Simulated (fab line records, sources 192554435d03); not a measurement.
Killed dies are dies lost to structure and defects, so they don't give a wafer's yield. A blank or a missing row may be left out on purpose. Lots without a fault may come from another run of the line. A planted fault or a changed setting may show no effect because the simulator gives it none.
A struck lot beside a sound one | flow n5_finfet | 39 steps out of a route of 1938
Sound: wafers L480.1, L480.4, L480.6. Struck: wafer L484.1. (L484.2 of the same lot was not struck and is left out.) The cause comes at the end.
At each step with rows: each side's tool, then ch and its chambers, then its first start. Under that, the readings that differ: sound wafers | struck wafers | difference of the means | sigmas: that difference in standard deviations of wafers without a fault.
alike: readings whose means differ by less than 2 such deviations, and words and numbers that are the same on both sides. not compared: withheld readings, readings that some wafer has no value for, bounds like >300 that may hide the same value, and numbers for which the record gives no deviation and whose values overlap.
The two part at a step that has a row with sigmas, a row that says differs or no value, or rows on one side only. Numbers that don't overlap but have no deviation are shown without sigmas and don't part them. A reading that every wafer of one side lacks parts them only if that side has two wafers or more.

first, 10 steps without rows for these wafers: N5_BEOL_M3_STRIP_36 (strips in N2/H2); N5_BEOL_M3_TRENCH_ETCH_37 (etches SiOC in C4F6/O2, target depth 55.555 nm, time 29.2 s); N5_BEOL_M3_ETCH_41 (etches SiCN in CH3F/O2, target depth 29.9 nm, time 52.5 s); N5_BEOL_M3_STRIP_97 (strips in N2/H2, time 10 s); N5_BEOL_M3_HM_STRIP_39 (strips TiN in peroxide tin strip, target depth 25 nm, time 158 s); N5_BEOL_M3_SRD_40 (time 30 s); N5_BEOL_M3_PRECLEAN_42 (cleans in residue remover, time 60 s); N5_BEOL_M3_SRD_43 (time 30 s); N5_BEOL_M3_DEGAS_44 (time 60 s); N5_BEOL_M3_PRE_CLEAN_45 (time 30 s).
N5_BEOL_M3_ALD_84: deposits TaN, pulse time 2 s, purge time 3 s, co reactant purge time 2 s.
  sound on ald_metal-03 ch 1,2,3, day 9 14:55; struck on ald_metal-03 ch 0, day 10 14:44
  reading    | sound    | struck | difference | sigmas
  ald_cycles | 30 30 30 | 21     | -9         |
  alike: heater_power_w
  not compared: since_wet_clean_h, model.TaN_of_BEOL_M3_ALD_84.thk_nm
then, 26 steps without rows for these wafers: N5_BEOL_M3_SURFACE_TREAT_85; N5_BEOL_M3_CVD_47 (deposits Co from CCTBA/H2, target thk 3 nm, time 223.8 s); N5_BEOL_M3_SPUTTER_48 (material Cu, target thk 4.5 nm, time 8.29 s); N5_BEOL_M3_ANNEAL_49 (time 240 s); N5_BEOL_M3_SPUTTER_79 (material Cu, target thk 4.5 nm, time 8.29 s); N5_BEOL_M3_ANNEAL_80 (time 240 s); N5_BEOL_M3_SPUTTER_81 (material Cu, target thk 4.5 nm, time 8.29 s); N5_BEOL_M3_ANNEAL_82 (time 240 s); N5_BEOL_M3_SPUTTER_86 (material Cu, target thk 4.5 nm, time 8.29 s); N5_BEOL_M3_ANNEAL_87 (time 240 s); N5_BEOL_M3_SPUTTER_88 (material Cu, target thk 4.5 nm, time 8.29 s); N5_BEOL_M3_ANNEAL_89 (time 240 s); N5_BEOL_M3_SPUTTER_90 (material Cu, target thk 4.5 nm, time 8.29 s); N5_BEOL_M3_ANNEAL_91 (time 240 s); N5_BEOL_M3_SPUTTER_92 (material Cu, target thk 4.5 nm, time 8.29 s); N5_BEOL_M3_ANNEAL_93 (time 240 s); N5_BEOL_M3_SPUTTER_94 (material Cu, target thk 4.5 nm, time 8.29 s); N5_BEOL_M3_ANNEAL_95 (time 240 s); N5_BEOL_M3_SPUTTER_96 (material Cu, target thk 4.5 nm, time 8.29 s); N5_BEOL_M3_ECD_50 (material Cu, target thk 300 nm); N5_BEOL_M3_ANNEAL_51 (time 90 s); N5_BEOL_M3_CMP_52 (polishes, stops on SiOC, t overpolish 6.8 s, target thk 40 nm); N5_BEOL_M3_PRE_CLEAN_60 (time 15 s); N5_BEOL_M3_CO_CAP_55 (material Co, precursor CCTBA/H2, target thk 2 nm, time 102.1 s); N5_BEOL_M3_PRE_CLEAN_56 (time 15 s); N5_BEOL_M3_DEP_57 (deposits SiCN from 3MS/NH3, target thk 8 nm, time 14 s).
N5_BEOL_M4_RC_MEAS_101:
  sound on prober-01 ch 0, day 10 11:58; struck on prober-01 ch 0, day 11 11:02
  reading                | sound                     | struck   | difference | sigmas
  COMB_M3 (S/m)          | 6.9e-11 7.3e-11 9.2e-11   | 1.6e-10  | +8.2e-11   | +6
  COMB_M3_max_site (S/m) | 9.6e-11 1.09e-10 1.42e-10 | 2.36e-10 | +1.20e-10  | +6
  alike: DIBL_N, DIBL_P, IOFF_N, IOFF_P, ION_N, ION_P, SS_N, SS_P, VT_N, VT_P
-- the record jumps here: 4 days lie between the struck wafers' starts before and after (it left off in module BEOL_M4 and takes up again in module PASSIVATION, whose first step shown is number 1936 of the route) --
N5_PASSIVATION_PROBE_49:
  the record has rows for the struck wafers here (prober-01, day 15 20:52) and none for the sound ones

WHERE THEY PART
First at N5_BEOL_M4_RC_MEAS_101; last, within this record, at N5_PASSIVATION_PROBE_49.

WHY: what the simulator had put in
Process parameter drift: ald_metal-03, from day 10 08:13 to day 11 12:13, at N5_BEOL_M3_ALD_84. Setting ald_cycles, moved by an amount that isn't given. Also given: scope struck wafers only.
